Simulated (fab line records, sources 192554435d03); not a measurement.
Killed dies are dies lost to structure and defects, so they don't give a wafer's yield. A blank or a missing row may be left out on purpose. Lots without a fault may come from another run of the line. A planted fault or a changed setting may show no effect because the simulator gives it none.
Split-lot experiment | flow n5_finfet | 7 lots, 39 wafers read, on a route of 1938 steps

THE SPLIT
At N5_BEOL_M4_DESCUM_16 (chemistry O2, time 7 s), the setting time_s was moved away from the recipe's 7 s on 15 of the 39 wafers read, by -57.7% to +54.1%. The other wafers ran this setting at the recipe's value.

The file shows no step between the split and the reading.

THE READING
CAR-EUV_of_BEOL_M4_COAT_05.thk_nm (the simulator's own value, which no gauge read), in nm, at N5_BEOL_M4_ETCH_74 (etches underlayer in N2/H2, target depth 6.5 nm, time 5.2 s). The file gives no usual value for it. The 24 wafers here that ran the recipe average 20.3 nm, standard deviation 0.11 nm.

wafer  | tool, chamber at the split | time_s as run, s | against the recipe | CAR-EUV_of_BEOL_M4_COAT_05.thk_nm, nm | against lot-mates on the recipe
L074.1 | rie_diel-02, 2,1           | 7                | recipe             | 20.4                                  | -
L074.2 | rie_diel-02, 0             | 7                | recipe             | 20.4                                  | -
L074.3 | rie_diel-02, 2,1           | 7                | recipe             | 20.2                                  | -
L074.4 | rie_diel-02, 3,3,2         | 8.994            | +28.5%             | 19.2                                  | -1.1
L074.6 | rie_diel-02, 3,3,2         | 8.994            | +28.5%             | 19.2                                  | -1.1
L074.5 | rie_diel-02, 3,3,2         | 8.994            | +28.5%             | 19.4                                  | -0.9
L080.1 | rie_diel-03, 1,3,0         | 2.959            | -57.7%             | 22.4                                  | +1.9
L080.4 | rie_diel-03, 1,3,0         | 2.959            | -57.7%             | 22.4                                  | +1.9
L080.5 | rie_diel-03, 1,3,0         | 2.959            | -57.7%             | 22.4                                  | +1.9
L080.2 | rie_diel-03, 0,1           | 7                | recipe             | 20.6                                  | -
L080.3 | rie_diel-03, 2             | 7                | recipe             | 20.4                                  | -
L080.6 | rie_diel-03, 0,1           | 7                | recipe             | 20.4                                  | -
L086.2 | rie_diel-06, 2             | 7                | recipe             | 20.4                                  | -
L086.3 | rie_diel-06, 3,1           | 7                | recipe             | 20.4                                  | -
L086.6 | rie_diel-06, 3,1           | 7                | recipe             | 20.4                                  | -
L090.1 | rie_diel-06, 0,2,3,3,2     | 7                | recipe             | 20.2                                  | -
L090.3 | rie_diel-06, 0,2,3,3,2     | 7                | recipe             | 20.2                                  | -
L090.4 | rie_diel-06, 0,2,3,3,2     | 7                | recipe             | 20.2                                  | -
L090.5 | rie_diel-06, 0,2,3,3,2     | 7                | recipe             | 20.2                                  | -
L090.6 | rie_diel-06, 0             | 7                | recipe             | 20.2                                  | -
L090.2 | rie_diel-06, 0,2,3,3,2     | 7                | recipe             | 20.4                                  | -
L093.1 | rie_diel-02, 1,3           | 7                | recipe             | 20.2                                  | -
L093.2 | rie_diel-02, 0             | 7                | recipe             | 20.4                                  | -
L093.4 | rie_diel-02, 1,3           | 7                | recipe             | 20.4                                  | -
L093.3 | rie_diel-02, 2,3           | 8.929            | +27.6%             | 19.2                                  | -1.1
L093.6 | rie_diel-02, 2,3           | 8.929            | +27.6%             | 19.2                                  | -1.1
L093.5 | rie_diel-02, 0             | 8.929            | +27.6%             | 19.4                                  | -0.9
L095.1 | rie_diel-03, 1             | 10.79            | +54.1%             | 18.4                                  | -1.9
L095.6 | rie_diel-03, 3             | 10.79            | +54.1%             | 18.4                                  | -1.9
L095.2 | rie_diel-03, 0             | 7                | recipe             | 20.4                                  | -
L095.3 | rie_diel-03, 3             | 10.79            | +54.1%             | 18.2                                  | -2.1
L095.4 | rie_diel-03, 2             | 7                | recipe             | 20.2                                  | -
L095.5 | rie_diel-03, 2             | 7                | recipe             | 20.2                                  | -
L097.1 | rie_diel-02, 1,3,0         | 4.999            | -28.6%             | 21.4                                  | +1.0
L097.2 | rie_diel-02, 1,3,0         | 4.999            | -28.6%             | 21.4                                  | +1.0
L097.5 | rie_diel-02, 1,3,0         | 4.999            | -28.6%             | 21.4                                  | +1.0
L097.3 | rie_diel-02, 0,2           | 7                | recipe             | 20.4                                  | -
L097.4 | rie_diel-02, 0,2           | 7                | recipe             | 20.4                                  | -
L097.6 | rie_diel-02, 3             | 7                | recipe             | 20.4                                  | -
Where a row lists several chambers, the file gives one row for several wafers and doesn't say which wafer went through which chamber.

THE FIT
A straight line over all 39 wafers: CAR-EUV_of_BEOL_M4_COAT_05.thk_nm changes by -0.0367 nm for each +1% of time_s; r = -0.99; the points scatter about the line by 0.1 nm.
The same after taking each lot's own level away (the mean of its wafers on the recipe; 39 wafers): -0.0351 nm for each +1%; r = -1.00; scatter 0.086 nm.
On that fit, the largest move of time_s shifts the reading by 2 nm.
The lots' own levels span 20.23 to 20.47 nm, that is 2.1 times the standard deviation above.
So the lot-to-lot level changes the slope little: the two slopes agree.
Check: with one of the wafers moved furthest among these (-57.7%) left out of the fit, the line predicts +2.02 nm for it against its lot-mates. It came out at +1.93 nm against them.

OTHER SPLITS ON THESE WAFERS
These wafers also went through other splits before the reading. Each is held against what the fit with the lots' levels taken away leaves over:
other split on the same wafers           | wafers away from the commonest value | r with CAR-EUV_of_BEOL_M4_COAT_05.thk_nm (lot level and that fit taken away)
N5_BEOL_M2_HM_DEP_02 target_thk_a        | 12                                   | +0.20
N5_BEOL_M2_TRENCH_ETCH_37 target_depth_a | 9                                    | +0.08

THE WHOLE CHAIN: every reading that the file lists as answering this split, in the file's order
step                 | what it does                                                | reading                                                                            | change (the file's fit)                | r (the file's)
N5_BEOL_M4_DESCUM_16 | chemistry O2, time 7 s                                      | CAR-EUV_of_BEOL_M4_COAT_05.thk_nm (the simulator's own value, which no gauge read) | -0.0365 nm for each +1% of the setting | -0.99
N5_BEOL_M4_ETCH_74   | etches underlayer in N2/H2, target depth 6.5 nm, time 5.2 s | CAR-EUV_of_BEOL_M4_COAT_05.thk_nm (the simulator's own value, which no gauge read) | -0.0352 nm for each +1% of the setting | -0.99

THE FILE'S OWN FIT
CAR-EUV_of_BEOL_M4_COAT_05.thk_nm changes by -0.0352 nm for each +1% of time_s, r = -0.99.
